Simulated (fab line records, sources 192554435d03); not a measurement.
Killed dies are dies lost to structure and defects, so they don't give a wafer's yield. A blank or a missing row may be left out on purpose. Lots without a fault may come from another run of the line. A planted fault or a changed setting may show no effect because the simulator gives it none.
A struck lot beside a sound one | flow n5_finfet | 37 steps out of a route of 1938
Sound: wafers L483.4, L483.5, L483.6. Struck: wafers L482.1, L482.3. (L482.6 of the same lot was not struck and is left out.) The cause comes at the end.
At each step with rows: each side's tool, then ch and its chambers, then its first start. Under that, the readings that differ: sound wafers | struck wafers | difference of the means | sigmas: that difference in standard deviations of wafers without a fault.
alike: readings whose means differ by less than 2 such deviations, and words and numbers that are the same on both sides. not compared: withheld readings, readings that some wafer has no value for, bounds like >300 that may hide the same value, and numbers for which the record gives no deviation and whose values overlap.
The two part at a step that has a row with sigmas, a row that says differs or no value, or rows on one side only. Numbers that don't overlap but have no deviation are shown without sigmas and don't part them. A reading that every wafer of one side lacks parts them only if that side has two wafers or more.

first, 9 steps without rows for these wafers: N5_BEOL_M11_ALD_74 (deposits TaN, target thk 2 nm, pulse time 2 s, purge time 3 s); N5_BEOL_M11_SURFACE_TREAT_76; N5_BEOL_M11_CVD_75 (deposits Co from CCTBA/H2, target thk 2 nm, time 138.9 s); N5_BEOL_M11_SPUTTER_48 (material Cu, target thk 12 nm, time 2 s); N5_BEOL_M11_ECD_50 (material Cu, target thk 318 nm); N5_BEOL_M11_ANNEAL_51 (time 90 s); N5_BEOL_M11_CMP_52 (polishes, stops on SiCOH lowk, t overpolish 7 s, target thk 140 nm); N5_BEOL_M11_PRE_CLEAN_55 (time 15 s); N5_BEOL_M11_DEP_56 (deposits SiCN from 3MS/NH3, target thk 30 nm, time 10.5 s).
N5_BEOL_M12_ILD_DEP_00: deposits SiOC from DEMS/O2, target thk 658.92 nm, time 130.7 s.
  sound on pecvd-01 ch 0,1,2, day 15 23:24; struck on pecvd-01 ch 0,2, day 16 13:28
  reading                                       | sound             | struck      | difference | sigmas
  model.SiOC_of_BEOL_M12_ILD_DEP_00.thk_nm (nm) | 659.4 665.6 671.2 | 688.2 694.2 | +25.8      |
  alike: heater_power_w, showerhead_plenum_p_Torr, throttle_valve_pct
N5_BEOL_M12_THK_MEAS_01:
  sound on film_metro-02, day 15 23:29; struck on film_metro-01, day 16 13:36
  reading          | sound       | struck  | difference | sigmas
  M12_ILD_THK (nm) | 659 665 671 | 688 694 | +26        | +3
then, 10 steps without rows for these wafers: N5_BEOL_M12_COAT_58 (time 60 s, resist thk 89 nm); N5_BEOL_M12_COAT_04 (resist thk 400 nm); N5_BEOL_M12_EBR_06; N5_BEOL_M12_SOFTBAKE_05 (time 60 s); N5_BEOL_M12_EXPOSE_07 (exposes mask V11); N5_BEOL_M12_PEB_08 (peb time 90 s); N5_BEOL_M12_DEVELOP_09 (develop time 45 s); N5_BEOL_M12_HARDBAKE_14 (time 120 s); N5_BEOL_M12_DESCUM_15 (chemistry O2, time 7.9 s); N5_BEOL_M12_ETCH_59 (etches BARC in N2/H2, target depth 89 nm, overetch 26.7 nm, time 67.9 s).
N5_BEOL_M12_VIA_ETCH_16: etches SiOC in C4F8/O2/Ar, target depth 724.8 nm.
  sound on rie_diel-04 ch 0,1, day 15 23:58; struck on rie_diel-04 ch 1,3, day 16 16:20
  reading                                    | sound             | struck      | difference | sigmas
  model.etch.depth_nm (nm)                   | 659.3 665.5 671.2 | 688.2 694.1 | +25.8      |
  model.coat_of_BEOL_M12_COAT_04.thk_nm (nm) | 124.4 120.6 120.4 | 112.8 113   | -8.9       |
  alike: drypump_motor_current_A, oes_product_au, rf_vpp_V, showerhead_plenum_p_Torr, throttle_valve_pct
N5_BEOL_M12_STRIP_63: strips in N2/H2.
  sound on plasma_asher-01 ch 0,1, day 16 00:11; struck on plasma_asher-01 ch 0,1, day 16 16:32
  reading                      | sound          | struck    | difference | sigmas
  strip_time_to_endpoint_s (s) | 42.9 41.8 41.8 | 39.7 39.8 | -2.4       | -2
  alike: drypump_motor_current_A, heater_power_w, oes_product_au
  not compared: rf_hours_counter_h
then, 12 steps without rows for these wafers: N5_BEOL_M12_STRIP_64 (strips in N2/H2); N5_BEOL_M12_STRIP_71 (strips in post etch residue remover, time 60 s); N5_BEOL_M12_SRD_72 (time 30 s, dry time 30 s); N5_BEOL_M12_COAT_65 (time 60 s, resist thk 300 nm); N5_BEOL_M12_COAT_66 (time 60 s, resist thk 110 nm); N5_BEOL_M12_COAT_22 (resist thk 300 nm); N5_BEOL_M12_EBR_24; N5_BEOL_M12_SOFTBAKE_23 (time 60 s); N5_BEOL_M12_EXPOSE_25 (exposes mask M12); N5_BEOL_M12_PEB_26 (peb time 90 s); N5_BEOL_M12_DEVELOP_27 (develop time 45 s); N5_BEOL_M12_HARDBAKE_32 (time 120 s).
N5_BEOL_M12_CMP_49: polishes, stops on SiOC, t overpolish 20.6 s, target thk 320 nm.
  sound on cmp-03 ch 0,1,3, day 16 04:43; struck on cmp-03 ch 0,1, day 16 19:45
  reading                                       | sound           | struck      | difference | sigmas
  model.SiOC_of_BEOL_M12_ILD_DEP_00.thk_nm (nm) | 599 608.8 614.8 | 628.6 637.2 | +25.4      |
  alike: motor_current_A, slurry_flow_ml_min
N5_PASSIVATION_PROBE_49:
  the record has rows for the sound wafers here (prober-01, day 17 14:40) and none for the struck ones

WHERE THEY PART
First at N5_BEOL_M12_THK_MEAS_01; last, within this record, at N5_PASSIVATION_PROBE_49.

WHY: what the simulator had put in
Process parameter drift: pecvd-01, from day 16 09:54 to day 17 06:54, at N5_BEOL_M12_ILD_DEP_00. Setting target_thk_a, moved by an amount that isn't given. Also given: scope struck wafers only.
